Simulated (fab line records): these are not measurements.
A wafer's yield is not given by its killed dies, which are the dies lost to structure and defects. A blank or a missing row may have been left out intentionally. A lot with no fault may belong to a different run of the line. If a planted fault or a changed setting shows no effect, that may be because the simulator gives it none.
Chamber matching | flow nandHarc | 4 sister chambers for NHARC_A_BONDPAD_CMP_29 on cmp-02
The step polishes SiCN, target thk 200 nm. 14 wafers are shown with their chamber, then 7 later ones without.

## WAFERS WITH THEIR CHAMBER
wafer  | chamber | motorCurrentA (A)
L074.1 | 3       | 13.3
L074.2 | 0       | 10.8
L074.5 | 2       | 13.5
L079.1 | 3       | 13.9
L079.3 | 1       | 9.9
L079.4 | 0       | 10.5
L080.3 | 1       | 9.9
L080.5 | 0       | 10.9
L080.6 | 3       | 13.5
L083.2 | 2       | 13.7
L083.4 | 3       | 13.2
L083.6 | 1       | 9.7
L090.3 | 1       | 10.1
L090.4 | 3       | 13.4

SIGNATURES, as means of the wafers listed above
reading       | chamber 0 | chamber 1 | chamber 2 | chamber 3 | scatter within a chamber
motorCurrentA | 10.733    | 9.900     | 13.600    | 13.460    | 0.219
Rule: for a wafer and a chamber, the distance is found by dividing, reading by reading, the gap between the wafer's reading and the chamber's mean by the reading's scatter, squaring, summing and taking the root. The wafer belongs to the nearest chamber; if the next one is less than 2 further off, it can't be placed. The scatter: the root of (the sum of the squares of (reading less its chamber's mean) over the shown wafers, divided by (wafers less chambers)).

## WAFERS WITHOUT THEIR CHAMBER
wafer  | motorCurrentA (A)
L090.5 | 13.8
L093.3 | 13.8
L093.4 | 14.3
L093.5 | 13.3
L097.3 | 13.6
L097.4 | 13.5
L097.6 | 10.2

## WHICH CHAMBER EACH ONE RAN IN
wafer  | from the rows above     | in truth
L090.5 | can't be placed: 2 or 3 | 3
L093.3 | can't be placed: 2 or 3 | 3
L093.4 | can't be placed: 2 or 3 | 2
L093.5 | can't be placed: 3 or 2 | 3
L097.3 | can't be placed: 2 or 3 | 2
L097.4 | can't be placed: 3 or 2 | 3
L097.6 | can't be placed: 1 or 0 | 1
Correctly placed: 0 of 7. From these rows, 7 cannot be placed; in 7 the true chamber is one of the candidates. Number placed wrongly: 0.
